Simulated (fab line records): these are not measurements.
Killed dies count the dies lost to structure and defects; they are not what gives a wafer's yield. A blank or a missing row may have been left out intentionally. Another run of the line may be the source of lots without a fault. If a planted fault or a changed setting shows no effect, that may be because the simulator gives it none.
Chamber matching	flow n5 finfet	N5_BEOL_M6_PECVD_70 on pecvd-01 has 3 sister chambers
The step deposits SiO2 from TEOS/O2, target thk 20 nm, time 22.7 s. 6 wafers are shown with their chamber, then 8 later ones without.

## WAFERS, EACH WITH ITS CHAMBER
wafer	chamber	throttle valve pct (%)	showerhead plenum p Torr (Torr)
L086.1	2	22.3	8.75
L087.2	2	22.4	8.74
L087.4	1	22.4	8.74
L088.5	0	24.1	8.77
L088.6	1	22.1	8.74
L090.1	0	24.1	8.78

## WAFERS WITHOUT THEIR CHAMBER
wafer	throttle valve pct (%)	showerhead plenum p Torr (Torr)
L090.2	22.5	8.73
L090.3	22.2	8.73
L095.2	22.4	8.73
L095.3	22.6	8.74
L095.5	24.1	8.77
L093.1	24.3	8.77
L093.3	22.3	8.75
L093.5	23.0	8.72

## WHICH CHAMBER EACH ONE RAN IN
wafer	from the rows above	in truth
L090.2	can't be placed: 1 or 2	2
L090.3	can't be placed: 1 or 2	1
L095.2	can't be placed: 1 or 2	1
L095.3	can't be placed: 2 or 1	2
L095.5	0	0
L093.1	0	0
L093.3	can't be placed: 2 or 1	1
L093.5	can't be placed: 2 or 1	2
Placed correctly: 2 of 8. These rows do not allow placing 6 (true chamber among the candidates in 6). Number placed wrongly: 0.
How it was worked out, from the rows above alone: a wafer's distance from a chamber is the root of the sum, over the readings, of the square of ((its reading less the chamber's mean) divided by the reading's scatter). If the next closest chamber is less than 2 further off than the closest, the wafer can't be placed; otherwise it belongs to the closest. Each chamber's mean is taken over the wafers shown for it. The scatter is the square root of a quotient: the sum, over the shown wafers, of each reading's squared deviation from its chamber's mean, divided by wafers minus chambers.
